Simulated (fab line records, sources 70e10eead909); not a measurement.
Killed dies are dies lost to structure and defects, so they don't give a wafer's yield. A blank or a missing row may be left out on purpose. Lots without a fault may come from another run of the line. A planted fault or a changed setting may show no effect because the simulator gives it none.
Chamber matching | flow nand_harc | NHARC_P_ZERO_WELL_DESCUM_39 on rie_diel-09: 4 sister chambers
The step chemistry O2, time 3 s. 8 wafers are shown with their chamber, then 10 later ones without.

WAFERS WITH THEIR CHAMBER
wafer  | chamber | drypump_motor_current_A (A) | showerhead_plenum_p_Torr (Torr)
L078.5 | 3       | 5.4                         | 1.90
L080.6 | 1       | 5.9                         | 1.87
L081.2 | 0       | 6.0                         | 1.76
L087.1 | 3       | 5.3                         | 1.89
L087.3 | 2       | 6.3                         | 2.01
L087.6 | 2       | 6.2                         | 2.01
L087.2 | 0       | 6.0                         | 2.08
L087.4 | 1       | 6.0                         | 1.87

WAFERS WITHOUT THEIR CHAMBER
wafer  | drypump_motor_current_A (A) | showerhead_plenum_p_Torr (Torr)
L087.5 | 5.3                         | 1.89
L092.3 | 6.2                         | 2.00
L092.5 | 6.0                         | 2.07
L092.6 | 5.3                         | 1.88
L093.1 | 6.2                         | 2.00
L093.3 | 5.3                         | 1.88
L093.6 | 5.3                         | 1.88
L095.2 | 6.2                         | 2.00
L095.3 | 5.4                         | 1.88
L095.5 | 5.4                         | 1.88

WHICH CHAMBER EACH WENT THROUGH
wafer  | from the rows above     | in truth
L087.5 | 3                       | 3
L092.3 | 2                       | 2
L092.5 | can't be placed: 0 or 1 | 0
L092.6 | 3                       | 3
L093.1 | 2                       | 2
L093.3 | 3                       | 3
L093.6 | 3                       | 3
L095.2 | 2                       | 2
L095.3 | 3                       | 3
L095.5 | 3                       | 3
Placed correctly: 9 of 10. Can't be placed from these rows: 1 (the true chamber is among the candidates in 1). Placed wrongly: 0.
How it was worked out, from the rows above alone: a wafer's distance from a chamber is the root of the sum, over the readings, of the square of ((its reading less the chamber's mean) divided by the reading's scatter). The wafer belongs to the nearest chamber; if the next one is less than 2 further off, it can't be placed. A chamber's mean is the mean of its shown wafers. The scatter: the root of (the sum of the squares of (reading less its chamber's mean) over the shown wafers, divided by (wafers less chambers)).
